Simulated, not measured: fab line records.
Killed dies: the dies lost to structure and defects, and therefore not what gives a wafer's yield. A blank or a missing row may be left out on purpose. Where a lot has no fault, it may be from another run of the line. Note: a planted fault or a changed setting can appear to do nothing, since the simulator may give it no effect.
fab line records    flow n5_finfet    part 2 of 2: steps 4 to 6 of 6
[record] lots = 22  wafers = 66  last_day = 17
route steps=1938 shown BEOL_M5@1135
lots with no fault: from the same line, run without faults
start_h: hours from the record's first day to the start of the lot's first wafer shown    wait_h: hours from the lot's prior step to this one    " unchanged from the row above    L1.1+2: a single row standing in for several wafers    - no value present, or no start provided    * or withheld: withheld    < > ~ a bound
route shown NAME@n: NAME is a module with steps in the file, n the number in the route of the first one    usual: average and standard deviation across the fault-free wafers    same: alike in all rows    chamber/n: place in a boat    sites: readings site by site    _std_site: the values' standard deviation    _edge_site: mean of outer sites minus mean of inner sites    radius_mm: for every site, how far away it sits from the centre of the wafer    mask NAME#n: copy n    behind: the most recent tool/chamber to have shaped the wafer    hold: why the lot went on hold/how many hours it stayed there/how the hold came to an end    device: transistor that didn't switch, given as n, p or np    end of line: tests run on the same wafers once the route is complete    a step without rows: its recipe alone    killed: at the first sort, the dies lost to defects and structure; wafer yield is something else    map: the dies of a wafer, with x for killed, . for not killed, _ for no die there
set.NAME: setting as actually run; set.NAME@STEP: the setting as run at that earlier step    model.NAME: the simulator's own value behind a step, which no gauge read
a sample of lots followed through the steps of the route, with each step as a table and each wafer as a row
services: the hour from which a tool's chamber was out of use, counted from the record's first day as start_h (under 0 if before that day), plus the number of hours and why
[[steps]]
[step N5_BEOL_M5_TRENCH_ETCH_37]
[recipe] chemistry = C4F6/O2  target_depth_a = 716.52  target = SiCOH_lowk  time_s = 24.7  ion_energy_ev = 250  pressure_mtorr = 30  source_w = 345  bias_w = 185  Ar_flow_sccm = 300  C4F6_flow_sccm = 10  O2_flow_sccm = 10
[usual] drypump_motor_current_A = 5.6/0.5  oes_product_au = 0.80/0.093  rf_vpp_V = 654/14  showerhead_plenum_p_Torr = 2.82/0.12  throttle_valve_pct = 20.99/0.25
lot.wafer  tool         chamber  start_h  wait_h  drypump_motor_current_A  oes_product_au  rf_hours_counter_h  rf_vpp_V  showerhead_plenum_p_Torr  throttle_valve_pct
L074.2     rie_diel-02  2        -        -       5.6                      0.84            73                  643       2.76                      20.88
L074.3     "            0        "        "       5.7                      0.73            140                 666       2.65                      21.25
L074.4     "            2        "        "       5.6                      0.85            -                   644       2.76                      20.87
L075.4     rie_diel-02  2        -        -       5.7                      0.84            -                   643       2.76                      20.91
L075.5     "            0        "        "       5.7                      0.74            -                   666       2.65                      21.25
L075.6     "            1        "        "       5.5                      0.69            -                   638       2.82                      21.41
L076.2     rie_diel-02  3        -        -       6.0                      0.98            3                   681       2.96                      20.84
L076.3     "            2        "        "       5.7                      0.82            76                  643       2.76                      20.88
L076.6     "            2        "        "       5.7                      0.83            -                   643       2.76                      20.88
L078.2     rie_diel-06  1        -        -       5.4                      0.80            100                 649       3.00                      20.88
L078.3     "            0        "        "       6.3                      0.71            222                 677       2.70                      21.35
L078.4     "            2        "        "       4.7                      0.68            229                 649       2.83                      21.32
L077.3     rie_diel-03  1        -        -       5.0                      0.88            34                  648       3.02                      20.66
L077.5     "            2        "        "       5.3                      0.84            -                   664       2.78                      21.00
L077.6     "            1        "        "       5.0                      0.88            -                   647       3.02                      20.66
L079.1     rie_diel-06  1        -        -       5.4                      0.80            102                 647       3.00                      20.90
L079.2     "            3        "        "       4.8                      0.83            97                  655       2.83                      20.78
L079.6     "            3        "        "       4.7                      0.84            -                   654       2.83                      20.79
L080.1     rie_diel-06  3        -        -       4.7                      0.82            98                  654       2.83                      20.79
L080.3     "            0        "        "       6.2                      0.70            225                 676       2.70                      21.35
L080.4     "            2        "        "       4.7                      0.68            233                 651       2.83                      21.33
L081.1     rie_diel-03  1        -        -       5.1                      0.87            38                  647       3.01                      20.68
L081.3     "            3        "        "       6.5                      0.68            243                 636       2.66                      20.83
L081.6     "            2        "        "       5.3                      0.84            -                   665       2.78                      20.99
L082.1     rie_diel-02  2        -        -       5.6                      0.81            86                  643       2.76                      20.89
L082.3     "            3        "        "       6.0                      0.93            12                  679       2.96                      20.87
L082.4     "            0        "        "       5.7                      0.73            152                 665       2.64                      21.26
L084.2     rie_diel-02  0        -        -       5.7                      0.73            155                 666       2.64                      21.27
L084.3     "            1        "        "       5.5                      0.67            245                 638       2.81                      21.43
L084.6     "            0        "        "       5.7                      0.73            -                   666       2.64                      21.27
L085.2     rie_diel-02  0        -        -       5.7                      0.73            157                 668       2.64                      21.28
L085.4     "            3        "        "       6.0                      0.94            17                  681       2.96                      20.85
L085.5     "            2        "        "       5.7                      0.82            -                   642       2.75                      20.91
L086.2     rie_diel-02  1        -        -       5.4                      0.68            248                 637       2.81                      21.44
L086.3     "            0        "        "       5.7                      0.73            157                 666       2.64                      21.27
L086.6     "            3        "        "       6.0                      0.93            -                   680       2.96                      20.88
L087.3     rie_diel-03  3        -        -       6.5                      0.67            260                 636       2.66                      20.85
L087.5     "            3        "        "       6.5                      0.67            -                   636       2.66                      20.86
L087.6     "            1        "        "       5.0                      0.83            -                   645       3.01                      20.71
L089.1     rie_diel-03  1        -        -       5.0                      0.84            57                  647       3.01                      20.70
L089.2     "            2        "        "       5.2                      0.82            73                  665       2.77                      21.04
L089.3     "            3        "        "       6.5                      0.67            261                 635       2.66                      20.85
L090.1     rie_diel-02  0        -        -       5.7                      0.72            169                 667       2.64                      21.29
L090.3     "            1        "        "       5.5                      0.93            2                   636       2.81                      21.00
L090.5     "            1        "        "       5.5                      0.94            -                   637       2.81                      21.00
L091.2     rie_diel-02  2        -        -       5.7                      0.80            106                 643       2.75                      20.93
L091.5     "            1        "        "       5.5                      0.93            -                   639       2.81                      21.01
L091.6     "            2        "        "       5.6                      0.80            -                   643       2.75                      20.93
L093.2     rie_diel-03  2        -        -       5.3                      0.81            85                  662       2.76                      21.05
L093.3     "            1        "        "       5.0                      0.83            69                  647       3.00                      20.72
L093.4     "            3        "        "       6.5                      0.99            3                   646       3.00                      20.46
L092.1     rie_diel-03  0        -        -       5.9                      0.68            219                 648       2.94                      20.87
L092.2     "            1        "        "       5.1                      0.82            71                  647       3.00                      20.73
L092.4     "            3        "        "       6.5                      0.99            4                   647       2.99                      20.45
L095.2     rie_diel-03  3        -        -       6.4                      0.97            6                   647       2.99                      20.45
L095.5     "            0        "        "       5.9                      0.68            -                   648       2.94                      20.89
L095.6     "            1        "        "       5.0                      0.82            -                   646       3.00                      20.70
L094.3     rie_diel-03  2        -        -       5.3                      0.79            89                  662       2.76                      21.06
L094.4     "            3        "        "       6.4                      0.96            7                   647       2.99                      20.46
L094.6     "            3        "        "       6.5                      0.96            -                   647       2.99                      20.44
L096.4     rie_diel-02  1        -        -       5.5                      0.89            -                   638       2.80                      21.03
L096.5     "            0        "        "       5.7                      0.72            -                   667       2.63                      21.30
L096.6     "            2        "        "       5.7                      0.79            -                   643       2.74                      20.95
L097.2     rie_diel-06  2        -        -       4.7                      0.94            12                  649       2.81                      20.93
L097.4     "            2        "        "       4.7                      0.94            -                   648       2.81                      20.94
L097.6     "            3        "        "       4.7                      0.78            -                   655       2.82                      20.84
[step N5_BEOL_M5_CD_MEAS_35]
[recipe] target_cd_nm = 28  target_cd_y_nm = 24  polarity = opening
[usual] cd_nm = 28.0/0.44
lot.wafer  tool       chamber  start_h  wait_h  cd_nm
L074.2     cd_sem-03  -        173.08   0.0     28.0
L074.3     "          -        "        "       28.5
L074.4     "          -        "        "       27.3
L075.4     cd_sem-02  -        173.85   0.0     27.5
L075.5     "          -        "        "       27.4
L075.6     "          -        "        "       28.3
L076.2     cd_sem-02  -        185.65   0.0     27.5
L076.3     "          -        "        "       28.2
L076.6     "          -        "        "       27.5
L078.2     cd_sem-01  -        189.35   0.0     27.9
L078.3     "          -        "        "       27.4
L078.4     "          -        "        "       27.9
L077.3     cd_sem-01  -        196.05   0.0     28.7
L077.5     "          -        "        "       28.1
L077.6     "          -        "        "       27.9
L079.1     cd_sem-01  -        196.22   0.0     28.3
L079.2     "          -        "        "       28.4
L079.6     "          -        "        "       28.4
L080.1     cd_sem-03  -        200.70   0.0     28.2
L080.3     "          -        "        "       28.1
L080.4     "          -        "        "       28.3
L081.1     cd_sem-02  -        206.16   0.0     27.6
L081.3     "          -        "        "       27.6
L081.6     "          -        "        "       26.9
L082.1     cd_sem-03  -        217.44   0.0     27.4
L082.3     "          -        "        "       27.8
L082.4     "          -        "        "       28.2
L084.2     cd_sem-01  -        227.62   0.0     28.8
L084.3     "          -        "        "       28.2
L084.6     "          -        "        "       28.3
L085.2     cd_sem-03  -        234.89   0.0     27.9
L085.4     "          -        "        "       28.6
L085.5     "          -        "        "       27.9
L086.2     cd_sem-03  -        237.15   0.0     28.2
L086.3     "          -        "        "       27.6
L086.6     "          -        "        "       27.7
L087.3     cd_sem-01  -        249.95   0.0     28.5
L087.5     "          -        "        "       28.4
L087.6     "          -        "        "       28.3
L089.1     cd_sem-03  -        252.29   0.0     27.6
L089.2     "          -        "        "       27.8
L089.3     "          -        "        "       27.8
L090.1     cd_sem-03  -        269.10   0.0     27.7
L090.3     "          -        "        "       27.7
L090.5     "          -        "        "       28.1
L091.2     cd_sem-01  -        271.16   0.0     28.1
L091.5     "          -        "        "       28.2
L091.6     "          -        "        "       27.7
L093.2     cd_sem-02  -        280.74   0.0     28.2
L093.3     "          -        "        "       28.4
L093.4     "          -        "        "       28.7
L092.1     cd_sem-02  -        285.62   0.0     27.3
L092.2     "          -        "        "       28.2
L092.4     "          -        "        "       28.7
L095.2     cd_sem-01  -        291.07   0.0     28.2
L095.5     "          -        "        "       28.2
L095.6     "          -        "        "       27.4
L094.3     cd_sem-01  -        295.40   0.0     27.1
L094.4     "          -        "        "       27.8
L094.6     "          -        "        "       27.2
L096.4     cd_sem-03  -        301.20   0.0     28.5
L096.5     "          -        "        "       29.2
L096.6     "          -        "        "       28.1
L097.2     cd_sem-03  -        315.63   0.0     28.3
L097.4     "          -        "        "       28.9
L097.6     "          -        "        "       28.4
[step N5_BEOL_M5_CO_CAP_78]
[recipe] material = Co  target_thk_a = 20  temp_c = 200  precursor = CCTBA/H2  pressure_torr = 30  time_s = 102.1
[usual] heater_power_outer_w = 128/11  heater_power_w = 241/18
lot.wafer  tool       chamber  start_h  wait_h  heater_power_outer_w  heater_power_w  since_wet_clean_h
L074.2     cvd_co-01  2        179.87   0.0     139                   259             262
L074.3     "          1        "        "       129                   240             1159
L074.4     "          2        "        "       136                   254             -
L075.4     cvd_co-02  2        181.11   0.0     116                   224             -
L075.5     "          0        "        "       136                   263             -
L075.6     "          1        "        "       137                   231             -
L076.2     cvd_co-02  2        193.03   0.0     117                   227             494
L076.3     "          1        "        "       132                   232             56
L076.6     "          2        "        "       114                   231             -
L078.2     cvd_co-02  0        195.90   0.0     140                   265             956
L078.3     "          2        "        "       116                   225             497
L078.4     "          1        "        "       135                   230             -
L077.3     cvd_co-02  1        202.54   0.0     133                   222             66
L077.5     "          1        "        "       133                   234             -
L077.6     "          2        "        "       118                   227             -
L079.1     cvd_co-02  0        202.82   0.0     136                   266             963
L079.2     "          1        "        "       135                   230             66
L079.6     "          2        "        "       117                   228             -
L080.1     cvd_co-02  1        207.35   0.0     135                   224             71
L080.3     "          2        "        "       115                   221             508
L080.4     "          2        "        "       115                   227             -
L081.1     cvd_co-02  1        212.61   0.0     136                   233             76
L081.3     "          2        "        "       114                   225             513
L081.6     "          0        "        "       135                   277             -
L082.1     cvd_co-01  0        228.02   0.0     107                   214             769
L082.3     "          1        "        "       130                   238             1207
L082.4     "          2        "        "       140                   248             -
L084.2     cvd_co-02  0        235.75   0.0     136                   270             996
L084.3     "          1        "        "       133                   225             99
L084.6     "          0        "        "       138                   268             -
L085.2     cvd_co-02  0        242.16   0.0     138                   267             1002
L085.4     "          1        "        "       137                   233             -
L085.5     "          0        "        "       136                   268             -
L086.2     cvd_co-02  1        243.78   0.0     136                   227             107
L086.3     "          2        "        "       116                   228             544
L086.6     "          1        "        "       135                   237             -
L087.3     cvd_co-02  0        256.77   0.0     136                   267             1017
L087.5     "          0        "        "       137                   275             -
L087.6     "          2        "        "       119                   231             -
L089.1     cvd_co-02  0        259.60   0.0     136                   266             1020
L089.2     "          2        "        "       117                   232             560
L089.3     "          1        "        "       134                   237             123
L090.1     cvd_co-02  1        275.59   0.0     136                   242             139
L090.3     "          0        "        "       137                   267             1036
L090.5     "          2        "        "       119                   228             -
L091.2     cvd_co-01  1        278.02   0.0     131                   242             1257
L091.5     "          1        "        "       134                   244             -
L091.6     "          2        "        "       139                   254             -
L093.2     cvd_co-01  2        287.87   0.0     139                   258             370
L093.3     "          0        "        "       106                   212             829
L093.4     "          0        "        "       105                   214             -
L092.1     cvd_co-01  0        292.46   0.0     109                   221             834
L092.2     "          1        "        "       129                   244             1271
L092.4     "          0        "        "       107                   217             -
L095.2     cvd_co-02  1        297.66   0.0     136                   226             161
L095.5     "          0        "        "       138                   270             -
L095.6     "          1        "        "       133                   225             -
L094.3     cvd_co-02  2        302.41   0.0     115                   225             603
L094.4     "          2        "        "       114                   225             -
L094.6     "          1        "        "       137                   231             -
L096.4     cvd_co-01  2        308.25   0.0     142                   255             -
L096.5     "          0        "        "       109                   220             -
L096.6     "          1        "        "       130                   245             -
L097.2     cvd_co-02  1        323.12   0.0     136                   233             186
L097.4     "          2        "        "       117                   228             -
L097.6     "          0        "        "       135                   276             -
[[services]]
tool         chamber  start_h  hours  kind
rie_diel-02  3        159.07   -      clean
rie_diel-02  3        159.07   -      consumable_replace:focus_ring
rie_diel-02  3        159.07   16.3   scheduled_down
rie_diel-02  3        159.07   16.3   vent_cycle
rie_diel-06  0        163.38   9.6    repair
cvd_co-02    2        167.15   5.6    repair
cvd_co-01    -        220.05   1.5    repair
rie_diel-02  1        245.26   -      clean
rie_diel-02  1        245.26   -      consumable_replace:focus_ring
rie_diel-02  1        245.26   17.8   scheduled_down
rie_diel-02  1        245.26   17.8   vent_cycle
rie_diel-03  3        257.80   -      clean
rie_diel-03  3        257.80   -      consumable_replace:focus_ring
rie_diel-03  3        257.80   -      consumable_replace:showerhead
rie_diel-06  2        262.16   -      clean
rie_diel-03  0        274.83   3.8    repair
rie_diel-06  3        276.39   6.5    repair
rie_diel-02  3        277.39   11.6   repair
cvd_co-02    0        280.72   8.7    repair
rie_diel-06  3        289.56   18.8   repair
rie_diel-02  3        297.64   18.1   repair
rie_diel-02  1        303.65   4.8    repair
rie_diel-06  1        313.27   20.2   repair
rie_diel-02  0        320.60   12.9   repair
